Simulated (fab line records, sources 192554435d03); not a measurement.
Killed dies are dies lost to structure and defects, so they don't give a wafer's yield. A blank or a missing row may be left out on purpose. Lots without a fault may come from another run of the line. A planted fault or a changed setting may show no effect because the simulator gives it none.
Chamber matching | flow n5_finfet | N5_BEOL_M5_CO_CAP_78 on cvd_co-02: 3 sister chambers
The step material Co, precursor CCTBA/H2, target thk 2 nm, time 102.1 s. 6 wafers are shown with their chamber, then 11 later ones without.

WAFERS WITH THEIR CHAMBER
wafer  | chamber | heater_power_w (W)
L078.2 | 0       | 209
L078.5 | 0       | 206
L084.2 | 1       | 209
L084.5 | 1       | 217
L084.6 | 2       | 200
L087.2 | 2       | 205

WAFERS WITHOUT THEIR CHAMBER
wafer  | heater_power_w (W)
L087.4 | 207
L087.5 | 203
L090.3 | 205
L090.5 | 222
L090.6 | 201
L094.1 | 210
L094.4 | 207
L094.5 | 207
L095.2 | 207
L095.4 | 210
L095.6 | 210

WHICH CHAMBER EACH WENT THROUGH
wafer  | from the rows above          | in truth
L087.4 | can't be placed: 0 or 2 or 1 | 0
L087.5 | can't be placed: 2 or 0      | 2
L090.3 | can't be placed: 0 or 2 or 1 | 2
L090.5 | can't be placed: 1 or 0      | 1
L090.6 | can't be placed: 2 or 0      | 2
L094.1 | can't be placed: 0 or 1 or 2 | 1
L094.4 | can't be placed: 0 or 2 or 1 | 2
L094.5 | can't be placed: 0 or 2 or 1 | 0
L095.2 | can't be placed: 0 or 2 or 1 | 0
L095.4 | can't be placed: 0 or 1 or 2 | 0
L095.6 | can't be placed: 0 or 1 or 2 | 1
Placed correctly: 0 of 11. Can't be placed from these rows: 11 (the true chamber is among the candidates in 11). Placed wrongly: 0.
How it was worked out, from the rows above alone: a wafer's distance from a chamber is the root of the sum, over the readings, of the square of ((its reading less the chamber's mean) divided by the reading's scatter). The wafer belongs to the nearest chamber; if the next one is less than 2 further off, it can't be placed. A chamber's mean is the mean of its shown wafers. The scatter: the root of (the sum of the squares of (reading less its chamber's mean) over the shown wafers, divided by (wafers less chambers)).
